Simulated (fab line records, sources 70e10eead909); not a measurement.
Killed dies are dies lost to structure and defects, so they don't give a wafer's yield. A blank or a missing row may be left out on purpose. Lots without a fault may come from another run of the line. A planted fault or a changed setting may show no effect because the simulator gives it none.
Which tool did it? | flow nand_harc | 12 lots, 36 wafers sampled, at 4 steps of a route of 1302

WHAT THE GAUGES READ, wafer by wafer
The record holds no reading of a measuring or inspecting step that can be judged against a usual standard deviation.

WHICH TOOL RAN EACH LOT (tool, then ch and the chambers of the sampled wafers, then the start)
lot  | NHARC_A_SGD_CUT_ETCHBACK_24        | NHARC_A_SLIT_DEP_00           | NHARC_A_SLIT_SOFTBAKE_04          | NHARC_A_SLIT_ETCH_17
L137 | rie_diel-05 ch 0,2,3, day 19 21:55 | acl_dep-01 ch 0, day 20 01:58 | litho_track-01 ch 0, day 20 05:00 | har_etch-02 ch 0,1, day 20 07:35
L138 | rie_diel-12 ch 0,1, day 20 06:43   | acl_dep-02 ch 0, day 20 09:46 | litho_track-04 ch 0, day 20 12:00 | har_etch-01 ch 0,1, day 20 16:21
L139 | rie_diel-12 ch 2,3, day 20 12:28   | acl_dep-03 ch 0, day 20 18:01 | litho_track-01 ch 0, day 20 20:00 | har_etch-02 ch 0,1, day 21 00:22
L144 | rie_diel-02 ch 0,2,3, day 22 11:20 | acl_dep-03 ch 0, day 22 15:26 | litho_track-06 ch 0, day 22 19:00 | har_etch-01 ch 1, day 22 22:55
L148 | rie_diel-12 ch 0,2,3, day 23 15:20 | acl_dep-03 ch 0, day 23 15:58 | litho_track-01 ch 0, day 23 19:00 | har_etch-01 ch 0,1, day 23 23:50
L146 | rie_diel-05 ch 1,2,3, day 23 15:31 | acl_dep-01 ch 0, day 23 20:19 | litho_track-04 ch 0, day 23 23:00 | har_etch-01 ch 0,1, day 24 04:13
L149 | rie_diel-05 ch 0,1,3, day 24 07:37 | acl_dep-01 ch 0, day 24 14:19 | litho_track-06 ch 0, day 24 16:00 | har_etch-02 ch 0,1, day 24 19:28
L151 | rie_diel-05 ch 0,2,3, day 25 22:17 | acl_dep-02 ch 0, day 25 23:16 | litho_track-06 ch 0, day 26 03:00 | har_etch-01 ch 0,1, day 26 08:32
L153 | rie_diel-05 ch 1,2,3, day 27 10:44 | acl_dep-03 ch 0, day 27 12:08 | litho_track-06 ch 0, day 27 15:00 | har_etch-02 ch 0,1, day 27 21:34
L155 | rie_diel-02 ch 1,2,3, day 27 16:19 | acl_dep-02 ch 0, day 27 21:16 | litho_track-04 ch 0, day 28 01:00 | har_etch-02 ch 0,1, day 28 04:55
L156 | rie_diel-02 ch 1,2,3, day 27 20:54 | acl_dep-01 ch 0, day 27 22:46 | litho_track-06 ch 0, day 28 02:00 | har_etch-01 ch 0,1, day 28 05:47
L159 | rie_diel-12 ch 1,3, day 28 19:25   | acl_dep-02 ch 0, day 28 20:03 | litho_track-01 ch 0, day 29 00:00 | har_etch-02 ch 0,1, day 29 01:56
- NHARC_A_SGD_CUT_ETCHBACK_24: etches the open film in CH3F/O2, target depth 50 nm, time 92.857 s.
- NHARC_A_SLIT_DEP_00: deposits aC, target thk 6200 nm.
- NHARC_A_SLIT_SOFTBAKE_04: time 55 s.
- NHARC_A_SLIT_ETCH_17: etches the open film in C4F8/O2/Ar, time 4254.5 s, target depth 20300 nm.

WHAT THE TOOLS THEMSELVES READ (means of the sampled wafers that have a number; where no wafer has one, the mark that the record gives instead)
NHARC_A_SGD_CUT_ETCHBACK_24. Usual: drypump_motor_current_A 5.7 A, standard deviation 0.47; oes_product_au 0.98 a.u., standard deviation 0.034; rf_vpp_V 244.6 V, standard deviation 1.7; showerhead_plenum_p_Torr 2.48 Torr, standard deviation 0.11; throttle_valve_pct 20.663 %, standard deviation 0.0083.
lot  | tool        | drypump_motor_current_A (A) | oes_product_au (a.u.) | rf_vpp_V (V) | showerhead_plenum_p_Torr (Torr) | throttle_valve_pct (%) | flag
L137 | rie_diel-05 | 5.8                         | 1.00                  | 244.5        | 2.46                            | 20.662                 |
L138 | rie_diel-12 | 6.1                         | 1.00                  | 245.6        | 2.56                            | 20.668                 |
L139 | rie_diel-12 | 5.2                         | 1.00                  | 244.8        | 2.51                            | 20.666                 |
L144 | rie_diel-02 | 5.3                         | 0.94                  | 245.1        | 2.57                            | 20.665                 |
L148 | rie_diel-12 | 5.6                         | 0.99                  | 245.7        | 2.50                            | 20.663                 |
L146 | rie_diel-05 | 6.1                         | 1.00                  | 244.1        | 2.44                            | 20.662                 |
L149 | rie_diel-05 | 6.0                         | 1.00                  | 243.0        | 2.42                            | 20.666                 |
L151 | rie_diel-05 | 5.8                         | 1.01                  | 243.4        | 2.45                            | 20.666                 |
L153 | rie_diel-05 | 6.1                         | 0.92                  | 243.2        | 2.43                            | 20.654                 |
L155 | rie_diel-02 | 5.1                         | 1.00                  | 244.0        | 2.45                            | 20.669                 |
L156 | rie_diel-02 | 5.1                         | 1.00                  | 244.4        | 2.45                            | 20.662                 |
L159 | rie_diel-12 | 5.4                         | 0.92                  | 245.6        | 2.59                            | 20.674                 |

NHARC_A_SLIT_DEP_00. Usual: throttle_valve_pct 35.001 %, standard deviation 0.009.
lot  | tool       | throttle_valve_pct (%) | flag
L137 | acl_dep-01 | 34.996                 |
L138 | acl_dep-02 | 35.014                 |
L139 | acl_dep-03 | 35.007                 |
L144 | acl_dep-03 | 35.004                 |
L148 | acl_dep-03 | 35.002                 |
L146 | acl_dep-01 | 34.993                 |
L149 | acl_dep-01 | 35.005                 |
L151 | acl_dep-02 | 34.997                 |
L153 | acl_dep-03 | 35.006                 |
L155 | acl_dep-02 | 34.999                 |
L156 | acl_dep-01 | 34.995                 |
L159 | acl_dep-02 | 35.003                 |

NHARC_A_SLIT_SOFTBAKE_04. Usual: heater_power_total_W 188.44 W, standard deviation 0.13.
lot  | tool           | heater_power_total_W (W) | flag
L137 | litho_track-01 | 188.47                   |
L138 | litho_track-04 | 188.45                   |
L139 | litho_track-01 | 188.48                   |
L144 | litho_track-06 | 188.39                   |
L148 | litho_track-01 | 188.52                   |
L146 | litho_track-04 | 188.46                   |
L149 | litho_track-06 | 188.40                   |
L151 | litho_track-06 | 188.44                   |
L153 | litho_track-06 | 199.44                   | OFF
L155 | litho_track-04 | 188.41                   |
L156 | litho_track-06 | 199.41                   | OFF
L159 | litho_track-01 | 188.39                   |

NHARC_A_SLIT_ETCH_17. Usual: c4f8_flow_sccm 83.24 sccm, standard deviation 0.23; drypump_motor_current_A 5.56 A, standard deviation 0.28; showerhead_plenum_p_Torr 3.74 Torr, standard deviation 0.14; throttle_valve_pct 32.046 %, standard deviation 0.0096.
lot  | tool        | c4f8_flow_sccm (sccm) | drypump_motor_current_A (A) | showerhead_plenum_p_Torr (Torr) | throttle_valve_pct (%) | flag
L137 | har_etch-02 | 83.31                 | 5.70                        | 3.92                            | 32.036                 |
L138 | har_etch-01 | 83.18                 | 5.55                        | 3.63                            | 32.034                 |
L139 | har_etch-02 | 83.32                 | 5.72                        | 3.91                            | 32.054                 |
L144 | har_etch-01 | 83.42                 | 5.58                        | 3.63                            | 32.053                 |
L148 | har_etch-01 | 83.20                 | 5.55                        | 3.61                            | 32.033                 |
L146 | har_etch-01 | 83.39                 | 5.53                        | 3.59                            | 32.043                 |
L149 | har_etch-02 | 83.16                 | 5.73                        | 3.88                            | 32.051                 |
L151 | har_etch-01 | 83.46                 | 5.54                        | 3.58                            | 32.045                 |
L153 | har_etch-02 | 83.18                 | 5.72                        | 3.86                            | 32.048                 |
L155 | har_etch-02 | 83.35                 | 5.71                        | 3.86                            | 32.045                 |
L156 | har_etch-01 | 83.31                 | 5.53                        | 3.57                            | 32.041                 |
L159 | har_etch-02 | 83.22                 | 5.43                        | 3.85                            | 32.046                 |

THE ANSWER, worked out from the rows above alone
Rule: a lot is off if the mean of its wafers that have a number lies more than 3 standard deviations from the usual mean. A lot without any number at a reading at which 4 lots or more have one is off too. The other lots that the step has rows for count as sound. The gauges are gone through in route order, then the tools' own readings, and for those a lot's mean is taken as printed above. The first step at which some lot is off is used, and at that step the reading that is off furthest; a lot without a number counts as furthest.
Off: L153, L156, at NHARC_A_SLIT_SOFTBAKE_04 (heater_power_total_W).
A tool fits if, at that step or a process step before it, it ran every lot that is off, and no sound lot after the first of them. One fits: litho_track-06 at NHARC_A_SLIT_SOFTBAKE_04. Its last sound lot is L151 (day 26 03:00), its first lot that is off L153 (day 27 15:00): a fault that began between those two fits.
The tool's own readings at NHARC_A_SLIT_SOFTBAKE_04 bear it out: on the lots that are off they differ by more than 5 times the standard deviation of the sound lots' means. heater_power_total_W reads 199.43 W there against 188.44 W on the sound lots.

WHAT THE SIMULATOR HAD PUT IN
Process parameter drift: litho_track-06, from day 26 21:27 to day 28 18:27, at NHARC_A_SLIT_SOFTBAKE_04. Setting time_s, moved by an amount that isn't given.
Lots struck among those shown: L153, L156. The rule above found the same.
